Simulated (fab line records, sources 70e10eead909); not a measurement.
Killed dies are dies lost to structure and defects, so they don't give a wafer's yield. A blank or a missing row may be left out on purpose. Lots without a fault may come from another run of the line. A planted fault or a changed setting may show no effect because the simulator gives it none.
Matching of chambers + flow nand_harc + NHARC_A_STAIRCASE_DESCUM_252 on rie_diel-13 has 4 sister chambers
The step chemistry O2, time 3 s. 14 wafers are shown with their chamber, then 7 later ones without.

WAFERS PAIRED WITH THEIR CHAMBERS
| wafer  | chamber | showerhead_plenum_p_Torr (Torr) | oes_product_au (a.u.) | rf_vpp_V (V) |
|--------|---------|---------------------------------|-----------------------|--------------|
| L075.2 | 2       | 1.83                            | 1.003                 | 57.1         |
| L075.4 | 3       | 1.90                            | 1.019                 | 57.3         |
| L075.6 | 2       | 1.83                            | 0.996                 | 57.2         |
| L078.1 | 0       | 1.96                            | 1.000                 | 57.5         |
| L078.2 | 3       | 1.90                            | 1.012                 | 57.6         |
| L078.6 | 1       | 2.06                            | 0.986                 | 57.1         |
| L077.4 | 2       | 1.83                            | 1.000                 | 58.4         |
| L077.5 | 2       | 1.83                            | 1.002                 | 57.2         |
| L077.6 | 3       | 1.90                            | 1.019                 | 57.3         |
| L082.1 | 3       | 1.90                            | 1.008                 | 57.5         |
| L082.3 | 1       | 2.06                            | 0.979                 | 60.8         |
| L082.6 | 2       | 1.83                            | 0.996                 | 57.2         |
| L093.2 | 3       | 1.89                            | 1.001                 | 57.0         |
| L093.4 | 1       | 2.05                            | 1.008                 | 59.1         |

SIGNATURES, as means of the wafers listed above
| reading                  | chamber 0 | chamber 1 | chamber 2 | chamber 3 | scatter within a chamber |
|--------------------------|-----------|-----------|-----------|-----------|--------------------------|
| showerhead_plenum_p_Torr | 1.9600    | 2.0567    | 1.8300    | 1.8980    | 0.00383                  |
| oes_product_au           | 1.00000   | 0.99100   | 0.99940   | 1.01180   | 0.00858                  |
| rf_vpp_V                 | 57.500    | 59.000    | 57.420    | 57.340    | 0.91                     |
Rule: distance of a wafer from a chamber = root of the sum over the readings of ((wafer's reading minus chamber's mean) / reading's scatter) squared. If the next closest chamber is less than 2 further off than the closest, the wafer can't be placed; otherwise it belongs to the closest. The scatter is the square root of a quotient: the sum, over the shown wafers, of each reading's squared deviation from its chamber's mean, divided by wafers minus chambers.

WAFERS WITH NO CHAMBER GIVEN
| wafer  | showerhead_plenum_p_Torr (Torr) | oes_product_au (a.u.) | rf_vpp_V (V) |
|--------|---------------------------------|-----------------------|--------------|
| L093.6 | 2.05                            | 1.004                 | 59.3         |
| L092.1 | 1.82                            | 1.005                 | 56.8         |
| L092.3 | 2.05                            | 1.002                 | 58.0         |
| L092.4 | 1.89                            | 1.004                 | 56.9         |
| L097.1 | 1.89                            | 1.004                 | 56.8         |
| L097.2 | 2.04                            | 0.996                 | 58.5         |
| L097.3 | 1.95                            | 1.017                 | 58.4         |

WHICH CHAMBER EACH ONE RAN IN
| wafer  | from the rows above | in truth |
|--------|---------------------|----------|
| L093.6 | 1                   | 1        |
| L092.1 | 2                   | 2        |
| L092.3 | 1                   | 1        |
| L092.4 | 3                   | 3        |
| L097.1 | 3                   | 3        |
| L097.2 | 1                   | 1        |
| L097.3 | 0                   | 0        |
Correct placement for 7 of the 7. Can't be placed from these rows: 0. Number placed wrongly: 0.
